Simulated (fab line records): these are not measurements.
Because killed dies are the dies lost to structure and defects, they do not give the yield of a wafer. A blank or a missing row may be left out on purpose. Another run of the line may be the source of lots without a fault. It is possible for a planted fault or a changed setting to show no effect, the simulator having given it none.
fab line records / flow nandHarc
[record] lots = 6 wafers = 18 lastDay = 34
route steps=1302 shown THIN_TSV@1245
lots with no fault: from the same line, run without faults
startH: the number of hours between the record's first day and the start of the first shown wafer of the lot / waitH: time in hours since the lot's previous step / " as in the row above / L1.1+2: several wafers, shown together as one row / - no value, or no start was given / * or withheld: withheld / < > ~ a bound
route shown NAME@n: a module of which the file shows steps, and the number in the route of the first / usual: the fault-free wafers' mean and standard deviation / same: alike in all rows / chamber/n: place in a boat / sites: the reading at each site / _std_site: standard deviation across them / _edge_site: inner sites' mean taken away from outer sites' mean / radiusMm: how far each site lies from the wafer's centre / mask NAME#n: copy n / behind: tool/chamber where the wafer was last shaped / hold: what put the lot on hold/how long, in hours/how the hold closed / device: the transistor (n, p or np) that didn't switch / end of line: tests of these same wafers at the route's end / a step given without rows: its recipe and nothing more / killed: not the wafer's yield, but the dies lost to structure and defects at the first sort / map: shows each die of a wafer: x if killed, . if not, _ if none is there
set.NAME: the setting as run; set.NAME@STEP: as run at that earlier step / model.NAME: the simulator's own value behind a step, which no gauge read
certain route steps with their lots: each step a table, each wafer a row
services: when a tool's chamber went out of use (startH, in hours from the record's first day, below 0 if earlier), for how many hours, and the reason
[[steps]]
[step NHARC_THIN_TSV_CMP_01]
[recipe] targetThkUm = 3
[usual] motorCurrentA = 11.9/0.8
lot.wafer=L379.2 tool=cmp-03 chamber=1 startH=559.13 waitH=0.8 motorCurrentA=12.2
lot.wafer=L379.1 tool=cmp-03 chamber=3 startH=559.13 waitH=0.8 motorCurrentA=13.0
lot.wafer=L379.4 tool=cmp-03 chamber=0 startH=559.13 waitH=0.8 motorCurrentA=10.9
lot.wafer=L382.3 tool=cmp-02 chamber=0 startH=603.12 waitH=0.6 motorCurrentA=11.3
lot.wafer=L382.2 tool=cmp-02 chamber=1 startH=603.12 waitH=0.6 motorCurrentA=11.7
lot.wafer=L382.1 tool=cmp-02 chamber=2 startH=603.12 waitH=0.6 motorCurrentA=12.4
lot.wafer=L390.1 tool=cmp-03 chamber=0 startH=672.83 waitH=1.1 motorCurrentA=11.6
lot.wafer=L390.5 tool=cmp-03 chamber=3 startH=672.83 waitH=1.1 motorCurrentA=12.9
lot.wafer=L390.6 tool=cmp-03 chamber=0 startH=672.83 waitH=1.1 motorCurrentA=10.8
lot.wafer=L392.3 tool=cmp-03 chamber=1 startH=686.00 waitH=0.6 motorCurrentA=12.9
lot.wafer=L392.6 tool=cmp-03 chamber=1 startH=686.00 waitH=0.6 motorCurrentA=12.6
lot.wafer=L392.5 tool=cmp-03 chamber=2 startH=686.00 waitH=0.6 motorCurrentA=11.2
lot.wafer=L391.4 tool=cmp-01 chamber=1 startH=688.41 waitH=0.5 motorCurrentA=11.4
lot.wafer=L391.1 tool=cmp-01 chamber=2 startH=688.41 waitH=0.5 motorCurrentA=11.4
lot.wafer=L391.5 tool=cmp-01 chamber=1 startH=688.41 waitH=0.5 motorCurrentA=12.3
lot.wafer=L400.3 tool=cmp-03 chamber=0 startH=785.91 waitH=0.6 motorCurrentA=11.0
lot.wafer=L400.2 tool=cmp-03 chamber=2 startH=785.91 waitH=0.6 motorCurrentA=10.6
lot.wafer=L400.6 tool=cmp-03 chamber=0 startH=785.91 waitH=0.6 motorCurrentA=11.1
[step NHARC_THIN_TSV_THK_MEAS_02]
[recipe] thkMeasGauge = ir
[usual] thkNm = 2979/230
lot.wafer=L379.1 tool=filmMetro-01 chamber=- startH=559.39 waitH=- thkNm=3380
lot.wafer=L379.2 tool=filmMetro-01 chamber=- startH=559.39 waitH=- thkNm=3240
lot.wafer=L379.4 tool=filmMetro-01 chamber=- startH=559.39 waitH=- thkNm=3024
lot.wafer=L382.1 tool=filmMetro-02 chamber=- startH=603.38 waitH=- thkNm=2722
lot.wafer=L382.2 tool=filmMetro-02 chamber=- startH=603.38 waitH=- thkNm=2782
lot.wafer=L382.3 tool=filmMetro-02 chamber=- startH=603.38 waitH=- thkNm=2741
lot.wafer=L390.1 tool=filmMetro-02 chamber=- startH=673.07 waitH=- thkNm=3156
lot.wafer=L390.5 tool=filmMetro-02 chamber=- startH=673.07 waitH=- thkNm=3111
lot.wafer=L390.6 tool=filmMetro-02 chamber=- startH=673.07 waitH=- thkNm=3259
lot.wafer=L392.3 tool=filmMetro-01 chamber=- startH=686.26 waitH=- thkNm=3090
lot.wafer=L392.5 tool=filmMetro-01 chamber=- startH=686.26 waitH=- thkNm=2947
lot.wafer=L392.6 tool=filmMetro-01 chamber=- startH=686.26 waitH=- thkNm=3097
lot.wafer=L391.1 tool=filmMetro-02 chamber=- startH=688.65 waitH=- thkNm=2477
lot.wafer=L391.4 tool=filmMetro-02 chamber=- startH=688.65 waitH=- thkNm=2617
lot.wafer=L391.5 tool=filmMetro-02 chamber=- startH=688.65 waitH=- thkNm=2755
lot.wafer=L400.2 tool=filmMetro-01 chamber=- startH=786.17 waitH=- thkNm=3144
lot.wafer=L400.3 tool=filmMetro-01 chamber=- startH=786.17 waitH=- thkNm=3175
lot.wafer=L400.6 tool=filmMetro-01 chamber=- startH=786.17 waitH=- thkNm=2821
[step NHARC_THIN_TSV_SRD_03]
[step NHARC_THIN_TSV_PRECLEAN_41]
[recipe] timeS = * tempC = 50 bathAgeMin = 0 chemistry = SC1
[step NHARC_THIN_TSV_SRD_42]
[step NHARC_THIN_TSV_DEP_43]
[recipe] targetThkA = 13285 tempC = withheld pressureTorr = 6.5 rfW = 900 teosFlowSccm = 161.4 flowSccm = 2650 targetThkNm = 1328.5 gas = O2 material = SiO2
[usual] throttleValvePct = 15.9/0.53
lot.wafer=L379.1 tool=pecvd-02 chamber=1 startH=559.62 waitH=- throttleValvePct=16.9
lot.wafer=L379.2 tool=pecvd-02 chamber=0 startH=559.62 waitH=- throttleValvePct=16.4
lot.wafer=L379.4 tool=pecvd-02 chamber=0 startH=559.62 waitH=- throttleValvePct=16.2
lot.wafer=L382.2 tool=pecvd-04 chamber=0 startH=603.60 waitH=- throttleValvePct=15.9
lot.wafer=L382.3 tool=pecvd-04 chamber=1 startH=603.60 waitH=- throttleValvePct=15.3
lot.wafer=L382.1 tool=pecvd-04 chamber=2 startH=603.60 waitH=- throttleValvePct=17.0
lot.wafer=L390.1 tool=pecvd-02 chamber=2 startH=673.42 waitH=- throttleValvePct=15.8
lot.wafer=L390.6 tool=pecvd-02 chamber=2 startH=673.42 waitH=- throttleValvePct=15.8
lot.wafer=L390.5 tool=pecvd-02 chamber=0 startH=673.42 waitH=- throttleValvePct=16.2
lot.wafer=L392.3 tool=pecvd-01 chamber=0 startH=686.62 waitH=- throttleValvePct=15.7
lot.wafer=L392.5 tool=pecvd-01 chamber=1 startH=686.62 waitH=- throttleValvePct=15.4
lot.wafer=L392.6 tool=pecvd-01 chamber=2 startH=686.62 waitH=- throttleValvePct=15.2
lot.wafer=L391.1 tool=pecvd-02 chamber=1 startH=688.96 waitH=- throttleValvePct=16.5
lot.wafer=L391.5 tool=pecvd-02 chamber=0 startH=688.96 waitH=- throttleValvePct=16.4
lot.wafer=L391.4 tool=pecvd-02 chamber=1 startH=688.96 waitH=- throttleValvePct=16.5
lot.wafer=L400.2 tool=pecvd-02 chamber=1 startH=786.44 waitH=- throttleValvePct=15.9
lot.wafer=L400.3 tool=pecvd-02 chamber=2 startH=786.44 waitH=- throttleValvePct=15.8
lot.wafer=L400.6 tool=pecvd-02 chamber=0 startH=786.44 waitH=- throttleValvePct=15.9
[step NHARC_THIN_TSV_DEHYDRATE_04]
[recipe] tempC = 150 timeS = 120
[step NHARC_THIN_TSV_HMDS_05]
[recipe] timeS = 30
[step NHARC_THIN_TSV_COAT_06]
[recipe] spinRpm = *
[step NHARC_THIN_TSV_SOFTBAKE_07]
[recipe] tempC = 122 timeS = 95
[step NHARC_THIN_TSV_EBR_08]
[step NHARC_THIN_TSV_EXPOSE_09]
[recipe] na = 0.55 doseMj = 30.7 maskId = TSV
[step NHARC_THIN_TSV_PEB_10]
[recipe] pebTempC = 118 pebTimeS = 85
[usual] chillPlateTempC = 22.99/0.1 exhaustPa = 44.9/0.96 heaterPowerTotalW = 163.98/0.27
lot.wafer=L379.1 tool=lithoTrack-02 chamber=0 startH=560.36 waitH=0.1 chillPlateTempC=23.01 exhaustPa=44.3 heaterPowerTotalW=164.22
lot.wafer=L379.2 tool=lithoTrack-02 chamber=0 startH=560.36 waitH=0.1 chillPlateTempC=22.93 exhaustPa=44.7 heaterPowerTotalW=164.20
lot.wafer=L379.4 tool=lithoTrack-02 chamber=0 startH=560.36 waitH=0.1 chillPlateTempC=23.02 exhaustPa=45.4 heaterPowerTotalW=164.38
lot.wafer=L382.1 tool=lithoTrack-05 chamber=0 startH=604.21 waitH=0.1 chillPlateTempC=23.01 exhaustPa=43.4 heaterPowerTotalW=164.34
lot.wafer=L382.2 tool=lithoTrack-05 chamber=0 startH=604.21 waitH=0.1 chillPlateTempC=22.84 exhaustPa=43.3 heaterPowerTotalW=163.79
lot.wafer=L382.3 tool=lithoTrack-05 chamber=0 startH=604.21 waitH=0.1 chillPlateTempC=22.97 exhaustPa=44.4 heaterPowerTotalW=164.39
lot.wafer=L390.1 tool=lithoTrack-02 chamber=- startH=674.16 waitH=0.1 chillPlateTempC=- exhaustPa=- heaterPowerTotalW=-
lot.wafer=L390.5 tool=lithoTrack-02 chamber=- startH=674.16 waitH=0.1 chillPlateTempC=- exhaustPa=- heaterPowerTotalW=-
lot.wafer=L390.6 tool=lithoTrack-02 chamber=- startH=674.16 waitH=0.1 chillPlateTempC=- exhaustPa=- heaterPowerTotalW=-
lot.wafer=L392.3 tool=lithoTrack-05 chamber=0 startH=687.36 waitH=0.1 chillPlateTempC=22.95 exhaustPa=43.3 heaterPowerTotalW=164.37
lot.wafer=L392.5 tool=lithoTrack-05 chamber=0 startH=687.36 waitH=0.1 chillPlateTempC=23.03 exhaustPa=45.3 heaterPowerTotalW=164.18
lot.wafer=L392.6 tool=lithoTrack-05 chamber=0 startH=687.36 waitH=0.1 chillPlateTempC=23.00 exhaustPa=45.2 heaterPowerTotalW=163.63
lot.wafer=L391.1 tool=lithoTrack-05 chamber=- startH=689.61 waitH=0.1 chillPlateTempC=- exhaustPa=- heaterPowerTotalW=-
lot.wafer=L391.4 tool=lithoTrack-05 chamber=- startH=689.61 waitH=0.1 chillPlateTempC=- exhaustPa=- heaterPowerTotalW=-
lot.wafer=L391.5 tool=lithoTrack-05 chamber=- startH=689.61 waitH=0.1 chillPlateTempC=- exhaustPa=- heaterPowerTotalW=-
lot.wafer=L400.2 tool=lithoTrack-02 chamber=0 startH=787.13 waitH=0.1 chillPlateTempC=22.92 exhaustPa=46.4 heaterPowerTotalW=163.70
lot.wafer=L400.3 tool=lithoTrack-02 chamber=0 startH=787.13 waitH=0.1 chillPlateTempC=22.98 exhaustPa=45.1 heaterPowerTotalW=164.21
lot.wafer=L400.6 tool=lithoTrack-02 chamber=0 startH=787.13 waitH=0.1 chillPlateTempC=23.03 exhaustPa=45.2 heaterPowerTotalW=163.71
[step NHARC_THIN_TSV_DEVELOP_11]
[recipe] timeS = 70
[[services]]
tool=cmp-03 chamber=- startH=554.10 hours=4.0 kind=pm
tool=pecvd-02 chamber=- startH=575.89 hours=1.4 kind=repair
tool=lithoTrack-02 chamber=- startH=577.00 hours=7.0 kind=pm
tool=cmp-01 chamber=- startH=577.62 hours=4.0 kind=pm
tool=cmp-02 chamber=- startH=588.94 hours=1.4 kind=repair
tool=pecvd-02 chamber=- startH=589.33 hours=13.0 kind=pm
tool=pecvd-02 chamber=0 startH=606.05 hours=12.2 kind=repair
tool=pecvd-02 chamber=- startH=613.46 hours=1.4 kind=repair
tool=cmp-02 chamber=- startH=624.59 hours=4.0 kind=pm
tool=pecvd-04 chamber=- startH=631.11 hours=13.0 kind=pm
tool=pecvd-01 chamber=- startH=647.51 hours=0.3 kind=repair
tool=lithoTrack-05 chamber=- startH=649.00 hours=7.0 kind=pm
tool=cmp-03 chamber=- startH=649.12 hours=0.9 kind=repair
tool=cmp-03 chamber=- startH=652.20 hours=4.0 kind=pm
tool=cmp-01 chamber=- startH=664.52 hours=0.4 kind=repair
tool=cmp-01 chamber=- startH=666.61 hours=0.6 kind=repair
tool=pecvd-01 chamber=- startH=673.00 hours=13.0 kind=pm
tool=cmp-01 chamber=- startH=675.62 hours=4.0 kind=pm
tool=cmp-02 chamber=- startH=681.33 hours=1.7 kind=repair
tool=cmp-03 chamber=- startH=720.94 hours=5.8 kind=repair
tool=cmp-03 chamber=- startH=744.59 hours=0.9 kind=repair
tool=cmp-03 chamber=- startH=750.27 hours=4.0 kind=pm
tool=lithoTrack-02 chamber=- startH=752.00 hours=7.0 kind=pm
tool=pecvd-02 chamber=- startH=770.33 hours=13.0 kind=pm
[[key]]
[firstSign] step = NHARC_THIN_TSV_PEB_10 reading = toolRecord direction = missing
effect none on later readings
metAt NHARC_THIN_TSV_PEB_10
struckWafers L390.1,L390.5,L390.6,L391.1,L391.4,L391.5
laterRowsLeftOut L390.1,L390.5,L390.6,L391.1,L391.4,L391.5
sortLeftOut L390.1,L390.5,L390.6,L391.1,L391.4,L391.5
onsetBetween 604.21 674.16
[fault] kind = skippedStepWhole tool = lithoTrack-02,lithoTrack-05 chamber = - onsetH = 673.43 steps = NHARC_THIN_TSV_PEB_10 scope = struckLotsOnly
// sortLeftOut: the simulated sort isn't trusted on such a fault, so these wafers' sort isn't shown, and their yield isn't known
// laterRowsLeftOut: the simulator's readings of these wafers behind a module that went badly wrong aren't trusted and aren't shown, but for the sort
